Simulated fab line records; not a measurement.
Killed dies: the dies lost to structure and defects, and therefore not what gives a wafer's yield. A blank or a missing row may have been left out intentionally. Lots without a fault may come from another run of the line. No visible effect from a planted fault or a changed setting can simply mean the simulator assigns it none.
Which tool did it? || flow n5Finfet || Sampling: 24 lots, 72 wafers, 6 of 1938 route steps

== WHAT THE GAUGES READ, wafer by wafer ==
N5_BEOL_M4_CD_MEAS_35: target cd 18 nm, target cd y 22.4 nm. Usual: cdNm reads 18.0 nm (standard deviation 0.34).
{"lot": "L074", "measured": "day 7 17:33", "on": "cdSem-02", "cdNm (nm)": "17.8 17.8 17.3", "flag": ""}
{"lot": "L076", "measured": "day 7 21:06", "on": "cdSem-01", "cdNm (nm)": "17.8 17.9 17.7", "flag": ""}
{"lot": "L075", "measured": "day 8 00:19", "on": "cdSem-03", "cdNm (nm)": "17.8 18.4 18.1", "flag": ""}
{"lot": "L077", "measured": "day 8 06:40", "on": "cdSem-03", "cdNm (nm)": "18.3 17.9 17.7", "flag": ""}
{"lot": "L078", "measured": "day 8 07:46", "on": "cdSem-02", "cdNm (nm)": "16.9 17.7 17.8", "flag": ""}
{"lot": "L079", "measured": "day 8 17:51", "on": "cdSem-02", "cdNm (nm)": "17.9 17.7 18.2", "flag": ""}
{"lot": "L080", "measured": "day 9 07:22", "on": "cdSem-03", "cdNm (nm)": "18.6 17.9 17.4", "flag": ""}
{"lot": "L082", "measured": "day 9 11:43", "on": "cdSem-03", "cdNm (nm)": "18.1 17.7 18.3", "flag": ""}
{"lot": "L081", "measured": "day 9 11:50", "on": "cdSem-02", "cdNm (nm)": "17.9 18.0 17.8", "flag": ""}
{"lot": "L083", "measured": "day 9 19:38", "on": "cdSem-02", "cdNm (nm)": "17.8 18.5 17.5", "flag": ""}
{"lot": "L084", "measured": "day 10 07:14", "on": "cdSem-03", "cdNm (nm)": "17.7 17.9 18.5", "flag": ""}
{"lot": "L085", "measured": "day 10 13:48", "on": "cdSem-03", "cdNm (nm)": "18.0 17.8 18.2", "flag": ""}
{"lot": "L086", "measured": "day 10 18:46", "on": "cdSem-02", "cdNm (nm)": "18.7 18.2 17.6", "flag": ""}
{"lot": "L087", "measured": "day 10 22:50", "on": "cdSem-03", "cdNm (nm)": "18.7 18.1 18.2", "flag": ""}
{"lot": "L088", "measured": "day 10 23:08", "on": "cdSem-02", "cdNm (nm)": "17.7 18.0 17.9", "flag": ""}
{"lot": "L089", "measured": "day 11 08:25", "on": "cdSem-01", "cdNm (nm)": "17.5 18.1 18.3", "flag": ""}
{"lot": "L090", "measured": "day 11 18:11", "on": "cdSem-01", "cdNm (nm)": "18.3 18.2 17.6", "flag": ""}
{"lot": "L091", "measured": "day 12 05:24", "on": "cdSem-02", "cdNm (nm)": "18.4 18.3 17.9", "flag": ""}
{"lot": "L092", "measured": "day 12 05:38", "on": "cdSem-02", "cdNm (nm)": "18.3 18.3 18.0", "flag": ""}
{"lot": "L093", "measured": "day 12 20:43", "on": "cdSem-02", "cdNm (nm)": "18.4 17.9 18.2", "flag": ""}
{"lot": "L095", "measured": "day 13 05:02", "on": "cdSem-01", "cdNm (nm)": "17.6 18.1 18.1", "flag": ""}
{"lot": "L096", "measured": "day 13 06:44", "on": "cdSem-03", "cdNm (nm)": "18.2 18.3 18.3", "flag": ""}
{"lot": "L094", "measured": "day 13 07:53", "on": "cdSem-03", "cdNm (nm)": "18.8 17.6 18.1", "flag": ""}
{"lot": "L097", "measured": "day 13 20:44", "on": "cdSem-02", "cdNm (nm)": "17.7 17.7 17.5", "flag": ""}

N5_BEOL_M5_CD_MEAS_11 targets a cd of 27.74 nm. Usual: cdNm reads 28.12 nm (standard deviation 0.24).
{"lot": "L074", "measured": "day 8 00:56", "on": "cdSem-01", "cdNm (nm)": "28.19 28.22 28.15", "flag": ""}
{"lot": "L076", "measured": "day 8 04:46", "on": "cdSem-03", "cdNm (nm)": "27.97 28.35 28.36", "flag": ""}
{"lot": "L075", "measured": "day 8 07:55", "on": "cdSem-02", "cdNm (nm)": "28.09 27.91 27.66", "flag": ""}
{"lot": "L077", "measured": "day 8 13:38", "on": "cdSem-03", "cdNm (nm)": "27.87 27.93 28.07", "flag": ""}
{"lot": "L078", "measured": "day 8 16:02", "on": "cdSem-02", "cdNm (nm)": "27.83 27.67 27.76", "flag": ""}
{"lot": "L079", "measured": "day 9 01:32", "on": "cdSem-01", "cdNm (nm)": "28.06 27.94 28.15", "flag": ""}
{"lot": "L080", "measured": "day 9 14:23", "on": "cdSem-02", "cdNm (nm)": "28.17 28.38 28.04", "flag": ""}
{"lot": "L082", "measured": "day 9 19:50", "on": "cdSem-01", "cdNm (nm)": "28.65 28.36 28.01", "flag": ""}
{"lot": "L081", "measured": "day 9 19:59", "on": "cdSem-01", "cdNm (nm)": "28.00 28.52 28.00", "flag": ""}
{"lot": "L083", "measured": "day 10 04:34", "on": "cdSem-03", "cdNm (nm)": "28.32 28.37 28.54", "flag": ""}
{"lot": "L084", "measured": "day 10 13:53", "on": "cdSem-01", "cdNm (nm)": "27.82 28.04 28.08", "flag": ""}
{"lot": "L085", "measured": "day 10 22:55", "on": "cdSem-02", "cdNm (nm)": "27.94 28.22 27.91", "flag": ""}
{"lot": "L086", "measured": "day 11 02:35", "on": "cdSem-02", "cdNm (nm)": "28.18 27.91 28.16", "flag": ""}
{"lot": "L087", "measured": "day 11 06:25", "on": "cdSem-01", "cdNm (nm)": "27.97 28.03 28.24", "flag": ""}
{"lot": "L088", "measured": "day 11 07:33", "on": "cdSem-01", "cdNm (nm)": "27.58 27.68 27.44", "flag": ""}
{"lot": "L089", "measured": "day 11 17:13", "on": "cdSem-01", "cdNm (nm)": "28.05 28.11 28.17", "flag": ""}
{"lot": "L090", "measured": "day 12 02:17", "on": "cdSem-01", "cdNm (nm)": "28.09 28.05 27.87", "flag": ""}
{"lot": "L091", "measured": "day 12 12:31", "on": "cdSem-01", "cdNm (nm)": "28.52 28.35 27.92", "flag": ""}
{"lot": "L092", "measured": "day 12 15:29", "on": "cdSem-01", "cdNm (nm)": "28.31 27.99 28.32", "flag": ""}
{"lot": "L093", "measured": "day 13 04:13", "on": "cdSem-01", "cdNm (nm)": "28.22 27.99 28.44", "flag": ""}
{"lot": "L095", "measured": "day 13 10:51", "on": "cdSem-02", "cdNm (nm)": "28.03 28.44 27.98", "flag": ""}
{"lot": "L096", "measured": "day 13 12:48", "on": "cdSem-02", "cdNm (nm)": "27.99 28.27 28.00", "flag": ""}
{"lot": "L094", "measured": "day 13 15:42", "on": "cdSem-03", "cdNm (nm)": "28.11 28.08 28.14", "flag": ""}
{"lot": "L097", "measured": "day 14 03:22", "on": "cdSem-01", "cdNm (nm)": "28.04 28.26 28.10", "flag": ""}

== EACH LOT AND THE TOOL THAT RAN IT (in order: tool; ch and the chambers of the sampled wafers; start) ==
{"lot": "L074", "N5_BEOL_M4_ANNEAL_82": "pvdSputter-01, day 7 18:54", "N5_BEOL_M4_SPUTTER_90": "pvdSputter-01, day 7 19:29", "N5_BEOL_M4_SPUTTER_94": "pvdSputter-01, day 7 19:55", "N5_BEOL_M4_DEP_57": "pecvd-03 ch 0,1,2, day 7 21:15"}
{"lot": "L076", "N5_BEOL_M4_ANNEAL_82": "pvdSputter-01, day 7 22:58", "N5_BEOL_M4_SPUTTER_90": "pvdSputter-01, day 7 23:32", "N5_BEOL_M4_SPUTTER_94": "pvdSputter-01, day 7 23:59", "N5_BEOL_M4_DEP_57": "pecvd-01 ch 0,2, day 8 01:11"}
{"lot": "L075", "N5_BEOL_M4_ANNEAL_82": "pvdSputter-03, day 8 02:58", "N5_BEOL_M4_SPUTTER_90": "pvdSputter-03, day 8 03:32", "N5_BEOL_M4_SPUTTER_94": "pvdSputter-03, day 8 03:59", "N5_BEOL_M4_DEP_57": "pecvd-04 ch 0,2, day 8 05:15"}
{"lot": "L077", "N5_BEOL_M4_ANNEAL_82": "pvdSputter-02, day 8 08:46", "N5_BEOL_M4_SPUTTER_90": "pvdSputter-02, day 8 09:21", "N5_BEOL_M4_SPUTTER_94": "pvdSputter-02, day 8 09:47", "N5_BEOL_M4_DEP_57": "pecvd-04 ch 0,2, day 8 10:59"}
{"lot": "L078", "N5_BEOL_M4_ANNEAL_82": "pvdSputter-01, day 8 11:05", "N5_BEOL_M4_SPUTTER_90": "pvdSputter-01, day 8 11:40", "N5_BEOL_M4_SPUTTER_94": "pvdSputter-01, day 8 12:07", "N5_BEOL_M4_DEP_57": "pecvd-04 ch 0,2, day 8 13:23"}
{"lot": "L079", "N5_BEOL_M4_ANNEAL_82": "pvdSputter-03, day 8 20:05", "N5_BEOL_M4_SPUTTER_90": "pvdSputter-03, day 8 20:40", "N5_BEOL_M4_SPUTTER_94": "pvdSputter-03, day 8 21:06", "N5_BEOL_M4_DEP_57": "pecvd-03 ch 1,2, day 8 22:19"}
{"lot": "L080", "N5_BEOL_M4_ANNEAL_82": "pvdSputter-02, day 9 08:58", "N5_BEOL_M4_SPUTTER_90": "pvdSputter-02, day 9 09:33", "N5_BEOL_M4_SPUTTER_94": "pvdSputter-02, day 9 09:59", "N5_BEOL_M4_DEP_57": "pecvd-03 ch 1,2, day 9 11:13"}
{"lot": "L082", "N5_BEOL_M4_ANNEAL_82": "pvdSputter-01, day 9 13:31", "N5_BEOL_M4_SPUTTER_90": "pvdSputter-01, day 9 14:06", "N5_BEOL_M4_SPUTTER_94": "pvdSputter-01, day 9 14:32", "N5_BEOL_M4_DEP_57": "pecvd-04 ch 0,2, day 9 15:45"}
{"lot": "L081", "N5_BEOL_M4_ANNEAL_82": "pvdSputter-02, day 9 14:24", "N5_BEOL_M4_SPUTTER_90": "pvdSputter-02, day 9 14:59", "N5_BEOL_M4_SPUTTER_94": "pvdSputter-02, day 9 15:25", "N5_BEOL_M4_DEP_57": "pecvd-01 ch 1,2, day 9 17:18"}
{"lot": "L083", "N5_BEOL_M4_ANNEAL_82": "pvdSputter-02, day 9 21:29", "N5_BEOL_M4_SPUTTER_90": "pvdSputter-02, day 9 22:04", "N5_BEOL_M4_SPUTTER_94": "pvdSputter-02, day 9 22:30", "N5_BEOL_M4_DEP_57": "pecvd-04 ch 0,1,2, day 10 00:08"}
{"lot": "L084", "N5_BEOL_M4_ANNEAL_82": "pvdSputter-01, day 10 08:31", "N5_BEOL_M4_SPUTTER_90": "pvdSputter-01, day 10 09:06", "N5_BEOL_M4_SPUTTER_94": "pvdSputter-01, day 10 09:32", "N5_BEOL_M4_DEP_57": "pecvd-03 ch 0,1,2, day 10 10:44"}
{"lot": "L085", "N5_BEOL_M4_ANNEAL_82": "pvdSputter-01, day 10 17:46", "N5_BEOL_M4_SPUTTER_90": "pvdSputter-01, day 10 18:20", "N5_BEOL_M4_SPUTTER_94": "pvdSputter-01, day 10 18:47", "N5_BEOL_M4_DEP_57": "pecvd-01 ch 0,2, day 10 20:01"}
{"lot": "L086", "N5_BEOL_M4_ANNEAL_82": "pvdSputter-02, day 10 20:26", "N5_BEOL_M4_SPUTTER_90": "pvdSputter-02, day 10 21:01", "N5_BEOL_M4_SPUTTER_94": "pvdSputter-02, day 10 21:27", "N5_BEOL_M4_DEP_57": "pecvd-01 ch 0,1, day 10 22:39"}
{"lot": "L087", "N5_BEOL_M4_ANNEAL_82": "pvdSputter-01, day 11 00:34", "N5_BEOL_M4_SPUTTER_90": "pvdSputter-01, day 11 01:08", "N5_BEOL_M4_SPUTTER_94": "pvdSputter-01, day 11 01:35", "N5_BEOL_M4_DEP_57": "pecvd-01 ch 0,1, day 11 02:48"}
{"lot": "L088", "N5_BEOL_M4_ANNEAL_82": "pvdSputter-03, day 11 02:29", "N5_BEOL_M4_SPUTTER_90": "pvdSputter-03, day 11 03:04", "N5_BEOL_M4_SPUTTER_94": "pvdSputter-03, day 11 03:30", "N5_BEOL_M4_DEP_57": "pecvd-03 ch 0,2, day 11 04:51"}
{"lot": "L089", "N5_BEOL_M4_ANNEAL_82": "pvdSputter-01, day 11 11:41", "N5_BEOL_M4_SPUTTER_90": "pvdSputter-01, day 11 12:16", "N5_BEOL_M4_SPUTTER_94": "pvdSputter-01, day 11 12:43", "N5_BEOL_M4_DEP_57": "pecvd-03 ch 0,1,2, day 11 13:55"}
{"lot": "L090", "N5_BEOL_M4_ANNEAL_82": "pvdSputter-03, day 11 20:28", "N5_BEOL_M4_SPUTTER_90": "pvdSputter-03, day 11 21:03", "N5_BEOL_M4_SPUTTER_94": "pvdSputter-03, day 11 21:29", "N5_BEOL_M4_DEP_57": "pecvd-03 ch 0,1,2, day 11 22:41"}
{"lot": "L091", "N5_BEOL_M4_ANNEAL_82": "pvdSputter-02, day 12 07:38", "N5_BEOL_M4_SPUTTER_90": "pvdSputter-02, day 12 08:17", "N5_BEOL_M4_SPUTTER_94": "pvdSputter-02, day 12 08:46", "N5_BEOL_M4_DEP_57": "pecvd-03 ch 0,1,2, day 12 10:02"}
{"lot": "L092", "N5_BEOL_M4_ANNEAL_82": "pvdSputter-03, day 12 09:21", "N5_BEOL_M4_SPUTTER_90": "pvdSputter-03, day 12 09:56", "N5_BEOL_M4_SPUTTER_94": "pvdSputter-03, day 12 10:22", "N5_BEOL_M4_DEP_57": "pecvd-03 ch 0,1, day 12 11:35"}
{"lot": "L093", "N5_BEOL_M4_ANNEAL_82": "pvdSputter-02, day 12 23:08", "N5_BEOL_M4_SPUTTER_90": "pvdSputter-02, day 12 23:43", "N5_BEOL_M4_SPUTTER_94": "pvdSputter-02, day 13 00:09", "N5_BEOL_M4_DEP_57": "pecvd-04 ch 0,1,2, day 13 01:21"}
{"lot": "L095", "N5_BEOL_M4_ANNEAL_82": "pvdSputter-02, day 13 06:13", "N5_BEOL_M4_SPUTTER_90": "pvdSputter-02, day 13 06:47", "N5_BEOL_M4_SPUTTER_94": "pvdSputter-02, day 13 07:14", "N5_BEOL_M4_DEP_57": "pecvd-01 ch 0,2, day 13 08:30"}
{"lot": "L096", "N5_BEOL_M4_ANNEAL_82": "pvdSputter-02, day 13 08:10", "N5_BEOL_M4_SPUTTER_90": "pvdSputter-02, day 13 08:45", "N5_BEOL_M4_SPUTTER_94": "pvdSputter-02, day 13 09:11", "N5_BEOL_M4_DEP_57": "pecvd-03 ch 0,1, day 13 10:23"}
{"lot": "L094", "N5_BEOL_M4_ANNEAL_82": "pvdSputter-02, day 13 10:15", "N5_BEOL_M4_SPUTTER_90": "pvdSputter-02, day 13 10:50", "N5_BEOL_M4_SPUTTER_94": "pvdSputter-02, day 13 11:16", "N5_BEOL_M4_DEP_57": "pecvd-03 ch 1,2, day 13 12:40"}
{"lot": "L097", "N5_BEOL_M4_ANNEAL_82": "pvdSputter-03, day 13 22:13", "N5_BEOL_M4_SPUTTER_90": "pvdSputter-03, day 13 22:47", "N5_BEOL_M4_SPUTTER_94": "pvdSputter-03, day 13 23:14", "N5_BEOL_M4_DEP_57": "pecvd-04 ch 1,2, day 14 00:26"}
- N5_BEOL_M4_ANNEAL_82: time 240 s.
- N5_BEOL_M4_SPUTTER_90: material Cu, target thk 4.5 nm, time 8.29 s.
- N5_BEOL_M4_SPUTTER_94: material Cu, target thk 4.5 nm, time 8.29 s.
- N5_BEOL_M4_DEP_57: deposits SiCN from 3MS/NH3, target thk 8 nm, time 14 s.

== AS READ BY THE TOOLS THEMSELVES (means over the sampled wafers that have a number; for cases with no such wafer, the mark the record gives instead) ==
N5_BEOL_M4_ANNEAL_82. Usual: heaterPowerW 834 W, standard deviation 65; susceptor_temp_C_max 400.9, standard deviation 0.32.
{"lot": "L074", "tool": "pvdSputter-01", "heaterPowerW (W)": 846, "susceptor_temp_C_max": 400.8, "flag": ""}
{"lot": "L076", "tool": "pvdSputter-01", "heaterPowerW (W)": 793, "susceptor_temp_C_max": 400.4, "flag": ""}
{"lot": "L075", "tool": "pvdSputter-03", "heaterPowerW (W)": 839, "susceptor_temp_C_max": 400.6, "flag": ""}
{"lot": "L077", "tool": "pvdSputter-02", "heaterPowerW (W)": 820, "susceptor_temp_C_max": 401.1, "flag": ""}
{"lot": "L078", "tool": "pvdSputter-01", "heaterPowerW (W)": 802, "susceptor_temp_C_max": 400.7, "flag": ""}
{"lot": "L079", "tool": "pvdSputter-03", "heaterPowerW (W)": 798, "susceptor_temp_C_max": 401.0, "flag": ""}
{"lot": "L080", "tool": "pvdSputter-02", "heaterPowerW (W)": 838, "susceptor_temp_C_max": 400.9, "flag": ""}
{"lot": "L082", "tool": "pvdSputter-01", "heaterPowerW (W)": 868, "susceptor_temp_C_max": 400.7, "flag": ""}
{"lot": "L081", "tool": "pvdSputter-02", "heaterPowerW (W)": 849, "susceptor_temp_C_max": 400.8, "flag": ""}
{"lot": "L083", "tool": "pvdSputter-02", "heaterPowerW (W)": 854, "susceptor_temp_C_max": 401.0, "flag": ""}
{"lot": "L084", "tool": "pvdSputter-01", "heaterPowerW (W)": 807, "susceptor_temp_C_max": 401.0, "flag": ""}
{"lot": "L085", "tool": "pvdSputter-01", "heaterPowerW (W)": 844, "susceptor_temp_C_max": 400.7, "flag": ""}
{"lot": "L086", "tool": "pvdSputter-02", "heaterPowerW (W)": 794, "susceptor_temp_C_max": 401.0, "flag": ""}
{"lot": "L087", "tool": "pvdSputter-01", "heaterPowerW (W)": 767, "susceptor_temp_C_max": 400.6, "flag": ""}
{"lot": "L088", "tool": "pvdSputter-03", "heaterPowerW (W)": 836, "susceptor_temp_C_max": 401.1, "flag": ""}
{"lot": "L089", "tool": "pvdSputter-01", "heaterPowerW (W)": 788, "susceptor_temp_C_max": 401.0, "flag": ""}
{"lot": "L090", "tool": "pvdSputter-03", "heaterPowerW (W)": 798, "susceptor_temp_C_max": 401.0, "flag": ""}
{"lot": "L091", "tool": "pvdSputter-02", "heaterPowerW (W)": 862, "susceptor_temp_C_max": 400.7, "flag": ""}
{"lot": "L092", "tool": "pvdSputter-03", "heaterPowerW (W)": 794, "susceptor_temp_C_max": 401.0, "flag": ""}
{"lot": "L093", "tool": "pvdSputter-02", "heaterPowerW (W)": 840, "susceptor_temp_C_max": 401.0, "flag": ""}
{"lot": "L095", "tool": "pvdSputter-02", "heaterPowerW (W)": 836, "susceptor_temp_C_max": 400.6, "flag": ""}
{"lot": "L096", "tool": "pvdSputter-02", "heaterPowerW (W)": 856, "susceptor_temp_C_max": 400.8, "flag": ""}
{"lot": "L094", "tool": "pvdSputter-02", "heaterPowerW (W)": 851, "susceptor_temp_C_max": 401.0, "flag": ""}
{"lot": "L097", "tool": "pvdSputter-03", "heaterPowerW (W)": 821, "susceptor_temp_C_max": 400.8, "flag": ""}

N5_BEOL_M4_SPUTTER_90. Usual: throttleValvePct reads 29.8 % (standard deviation 0.94).
{"lot": "L074", "tool": "pvdSputter-01", "throttleValvePct (%)": 30.2, "flag": ""}
{"lot": "L076", "tool": "pvdSputter-01", "throttleValvePct (%)": 30.5, "flag": ""}
{"lot": "L075", "tool": "pvdSputter-03", "throttleValvePct (%)": 28.9, "flag": ""}
{"lot": "L077", "tool": "pvdSputter-02", "throttleValvePct (%)": 29.0, "flag": ""}
{"lot": "L078", "tool": "pvdSputter-01", "throttleValvePct (%)": 30.4, "flag": ""}
{"lot": "L079", "tool": "pvdSputter-03", "throttleValvePct (%)": 30.3, "flag": ""}
{"lot": "L080", "tool": "pvdSputter-02", "throttleValvePct (%)": 29.1, "flag": ""}
{"lot": "L082", "tool": "pvdSputter-01", "throttleValvePct (%)": 29.9, "flag": ""}
{"lot": "L081", "tool": "pvdSputter-02", "throttleValvePct (%)": 29.2, "flag": ""}
{"lot": "L083", "tool": "pvdSputter-02", "throttleValvePct (%)": 28.8, "flag": ""}
{"lot": "L084", "tool": "pvdSputter-01", "throttleValvePct (%)": 30.4, "flag": ""}
{"lot": "L085", "tool": "pvdSputter-01", "throttleValvePct (%)": 30.9, "flag": ""}
{"lot": "L086", "tool": "pvdSputter-02", "throttleValvePct (%)": 29.0, "flag": ""}
{"lot": "L087", "tool": "pvdSputter-01", "throttleValvePct (%)": 30.9, "flag": ""}
{"lot": "L088", "tool": "pvdSputter-03", "throttleValvePct (%)": 31.0, "flag": ""}
{"lot": "L089", "tool": "pvdSputter-01", "throttleValvePct (%)": 30.4, "flag": ""}
{"lot": "L090", "tool": "pvdSputter-03", "throttleValvePct (%)": 29.3, "flag": ""}
{"lot": "L091", "tool": "pvdSputter-02", "throttleValvePct (%)": 28.9, "flag": ""}
{"lot": "L092", "tool": "pvdSputter-03", "throttleValvePct (%)": 30.3, "flag": ""}
{"lot": "L093", "tool": "pvdSputter-02", "throttleValvePct (%)": 29.0, "flag": ""}
{"lot": "L095", "tool": "pvdSputter-02", "throttleValvePct (%)": 29.0, "flag": ""}
{"lot": "L096", "tool": "pvdSputter-02", "throttleValvePct (%)": 28.9, "flag": ""}
{"lot": "L094", "tool": "pvdSputter-02", "throttleValvePct (%)": 29.1, "flag": ""}
{"lot": "L097", "tool": "pvdSputter-03", "throttleValvePct (%)": 30.6, "flag": ""}

N5_BEOL_M4_SPUTTER_94. Usual: throttleValvePct reads 29.8 % (standard deviation 0.93).
{"lot": "L074", "tool": "pvdSputter-01", "throttleValvePct (%)": 29.9, "flag": ""}
{"lot": "L076", "tool": "pvdSputter-01", "throttleValvePct (%)": 30.1, "flag": ""}
{"lot": "L075", "tool": "pvdSputter-03", "throttleValvePct (%)": 28.9, "flag": ""}
{"lot": "L077", "tool": "pvdSputter-02", "throttleValvePct (%)": 29.1, "flag": ""}
{"lot": "L078", "tool": "pvdSputter-01", "throttleValvePct (%)": 30.3, "flag": ""}
{"lot": "L079", "tool": "pvdSputter-03", "throttleValvePct (%)": 30.2, "flag": ""}
{"lot": "L080", "tool": "pvdSputter-02", "throttleValvePct (%)": 29.3, "flag": ""}
{"lot": "L082", "tool": "pvdSputter-01", "throttleValvePct (%)": 29.8, "flag": ""}
{"lot": "L081", "tool": "pvdSputter-02", "throttleValvePct (%)": 29.1, "flag": ""}
{"lot": "L083", "tool": "pvdSputter-02", "throttleValvePct (%)": 28.9, "flag": ""}
{"lot": "L084", "tool": "pvdSputter-01", "throttleValvePct (%)": 30.4, "flag": ""}
{"lot": "L085", "tool": "pvdSputter-01", "throttleValvePct (%)": 31.0, "flag": ""}
{"lot": "L086", "tool": "pvdSputter-02", "throttleValvePct (%)": 29.0, "flag": ""}
{"lot": "L087", "tool": "pvdSputter-01", "throttleValvePct (%)": 30.7, "flag": ""}
{"lot": "L088", "tool": "pvdSputter-03", "throttleValvePct (%)": 31.3, "flag": ""}
{"lot": "L089", "tool": "pvdSputter-01", "throttleValvePct (%)": 30.3, "flag": ""}
{"lot": "L090", "tool": "pvdSputter-03", "throttleValvePct (%)": 29.3, "flag": ""}
{"lot": "L091", "tool": "pvdSputter-02", "throttleValvePct (%)": 29.1, "flag": ""}
{"lot": "L092", "tool": "pvdSputter-03", "throttleValvePct (%)": 30.4, "flag": ""}
{"lot": "L093", "tool": "pvdSputter-02", "throttleValvePct (%)": 29.2, "flag": ""}
{"lot": "L095", "tool": "pvdSputter-02", "throttleValvePct (%)": 29.2, "flag": ""}
{"lot": "L096", "tool": "pvdSputter-02", "throttleValvePct (%)": 29.1, "flag": ""}
{"lot": "L094", "tool": "pvdSputter-02", "throttleValvePct (%)": 28.8, "flag": ""}
{"lot": "L097", "tool": "pvdSputter-03", "throttleValvePct (%)": 30.6, "flag": ""}

N5_BEOL_M4_DEP_57. Usual: showerheadPlenumPTorr 3.658 Torr, standard deviation 0.01; showerheadVppV 850 V, standard deviation 42; throttleValvePct 8.8 %, standard deviation 0.36.
{"lot": "L074", "tool": "pecvd-03", "showerheadPlenumPTorr (Torr)": 3.660, "showerheadVppV (V)": 832, "throttleValvePct (%)": 9.0, "flag": ""}
{"lot": "L076", "tool": "pecvd-01", "showerheadPlenumPTorr (Torr)": 3.648, "showerheadVppV (V)": 797, "throttleValvePct (%)": 8.8, "flag": ""}
{"lot": "L075", "tool": "pecvd-04", "showerheadPlenumPTorr (Torr)": 3.662, "showerheadVppV (V)": 908, "throttleValvePct (%)": 8.4, "flag": ""}
{"lot": "L077", "tool": "pecvd-04", "showerheadPlenumPTorr (Torr)": 3.671, "showerheadVppV (V)": 914, "throttleValvePct (%)": 8.7, "flag": ""}
{"lot": "L078", "tool": "pecvd-04", "showerheadPlenumPTorr (Torr)": 3.667, "showerheadVppV (V)": 917, "throttleValvePct (%)": 8.7, "flag": ""}
{"lot": "L079", "tool": "pecvd-03", "showerheadPlenumPTorr (Torr)": 3.663, "showerheadVppV (V)": 844, "throttleValvePct (%)": 8.9, "flag": ""}
{"lot": "L080", "tool": "pecvd-03", "showerheadPlenumPTorr (Torr)": 3.665, "showerheadVppV (V)": 842, "throttleValvePct (%)": 9.0, "flag": ""}
{"lot": "L082", "tool": "pecvd-04", "showerheadPlenumPTorr (Torr)": 3.665, "showerheadVppV (V)": 907, "throttleValvePct (%)": 8.4, "flag": ""}
{"lot": "L081", "tool": "pecvd-01", "showerheadPlenumPTorr (Torr)": 3.652, "showerheadVppV (V)": 856, "throttleValvePct (%)": 8.4, "flag": ""}
{"lot": "L083", "tool": "pecvd-04", "showerheadPlenumPTorr (Torr)": 3.662, "showerheadVppV (V)": 894, "throttleValvePct (%)": 8.8, "flag": ""}
{"lot": "L084", "tool": "pecvd-03", "showerheadPlenumPTorr (Torr)": 3.656, "showerheadVppV (V)": 836, "throttleValvePct (%)": 8.9, "flag": ""}
{"lot": "L085", "tool": "pecvd-01", "showerheadPlenumPTorr (Torr)": 3.654, "showerheadVppV (V)": 838, "throttleValvePct (%)": 8.6, "flag": ""}
{"lot": "L086", "tool": "pecvd-01", "showerheadPlenumPTorr (Torr)": 3.639, "showerheadVppV (V)": 780, "throttleValvePct (%)": 9.2, "flag": ""}
{"lot": "L087", "tool": "pecvd-01", "showerheadPlenumPTorr (Torr)": 3.647, "showerheadVppV (V)": 804, "throttleValvePct (%)": 9.1, "flag": ""}
{"lot": "L088", "tool": "pecvd-03", "showerheadPlenumPTorr (Torr)": 3.653, "showerheadVppV (V)": 826, "throttleValvePct (%)": 8.9, "flag": ""}
{"lot": "L089", "tool": "pecvd-03", "showerheadPlenumPTorr (Torr)": 3.660, "showerheadVppV (V)": 840, "throttleValvePct (%)": 9.0, "flag": ""}
{"lot": "L090", "tool": "pecvd-03", "showerheadPlenumPTorr (Torr)": 3.660, "showerheadVppV (V)": 828, "throttleValvePct (%)": 9.0, "flag": ""}
{"lot": "L091", "tool": "pecvd-03", "showerheadPlenumPTorr (Torr)": 3.659, "showerheadVppV (V)": 842, "throttleValvePct (%)": 9.0, "flag": ""}
{"lot": "L092", "tool": "pecvd-03", "showerheadPlenumPTorr (Torr)": 3.660, "showerheadVppV (V)": 842, "throttleValvePct (%)": 9.0, "flag": ""}
{"lot": "L093", "tool": "pecvd-04", "showerheadPlenumPTorr (Torr)": 3.665, "showerheadVppV (V)": 889, "throttleValvePct (%)": 8.8, "flag": ""}
{"lot": "L095", "tool": "pecvd-01", "showerheadPlenumPTorr (Torr)": 3.657, "showerheadVppV (V)": 848, "throttleValvePct (%)": 8.5, "flag": ""}
{"lot": "L096", "tool": "pecvd-03", "showerheadPlenumPTorr (Torr)": 3.659, "showerheadVppV (V)": 840, "throttleValvePct (%)": 9.0, "flag": ""}
{"lot": "L094", "tool": "pecvd-03", "showerheadPlenumPTorr (Torr)": 3.656, "showerheadVppV (V)": 841, "throttleValvePct (%)": 8.8, "flag": ""}
{"lot": "L097", "tool": "pecvd-04", "showerheadPlenumPTorr (Torr)": 3.660, "showerheadVppV (V)": 882, "throttleValvePct (%)": 8.4, "flag": ""}

== THE ANSWER, worked out from the rows above alone ==
Rule: a lot is off if the mean of its wafers that have a number lies more than 3 standard deviations from the usual mean. Also off: a lot with no number at a reading for which 4 or more lots have one. Where the step has rows for the other lots, those lots are counted as sound. After the gauges, taken in route order, come the tools' own readings; for these a lot's mean is taken, as printed above. The first step at which some lot is off is used, and at that step the reading that is off furthest; a lot without a number counts as furthest.
No lot is off on any of the readings shown, so nothing can be concluded from this.

== WHAT THE SIMULATOR HAD PUT IN ==
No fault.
